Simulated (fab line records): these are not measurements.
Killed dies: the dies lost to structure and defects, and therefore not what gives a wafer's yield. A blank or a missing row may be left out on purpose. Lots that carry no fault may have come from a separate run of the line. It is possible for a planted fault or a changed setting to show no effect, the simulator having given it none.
Chamber matching    flow nandHarc    NHARC_A_BLC_STRIP_29 on rieDiel-08 has 4 sister chambers
The step strips in CF4. 7 wafers are shown with their chamber, then 8 later ones without.

## WAFERS PAIRED WITH THEIR CHAMBERS
wafer   chamber  oesProductAu (a.u.)  rfVppV (V)
L076.1  3        0.998                59.0
L079.4  3        0.989                58.9
L079.6  0        0.994                59.5
L092.1  1        1.015                60.3
L092.3  2        1.000                59.0
L092.5  1        1.019                59.5
L096.1  2        0.984                58.3

## WAFERS WITH NO CHAMBER GIVEN
wafer   oesProductAu (a.u.)  rfVppV (V)
L096.3  1.012                59.3
L096.4  0.994                61.2
L094.2  1.004                58.7
L094.3  1.027                60.9
L094.4  0.998                57.6
L097.3  0.965                57.9
L097.4  1.025                60.1
L097.6  0.970                59.8

## WHICH CHAMBER EACH WENT THROUGH
wafer   from the rows above                in truth
L096.3  can't be placed: 1 or 0 or 3 or 2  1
L096.4  can't be placed: 0 or 1 or 3 or 2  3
L094.2  can't be placed: 3 or 2 or 0 or 1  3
L094.3  1                                  1
L094.4  can't be placed: 2 or 3 or 0       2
L097.3  can't be placed: 2 or 3 or 0       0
L097.4  1                                  1
L097.6  can't be placed: 0 or 3 or 2       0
2 of 8 placed correctly. Not placeable from these rows: 6 (in 6, the candidates include the true chamber). 0 placed wrongly.
How it was worked out, from the rows above alone: a wafer's distance from a chamber is the root of the sum, over the readings, of the square of ((its reading less the chamber's mean) divided by the reading's scatter). The wafer belongs to the nearest chamber; if the next one is less than 2 further off, it can't be placed. A chamber's mean is the mean of its shown wafers. The scatter: take each reading less its chamber's mean, square it, sum over the shown wafers, divide by the number of wafers less the number of chambers, and take the root.
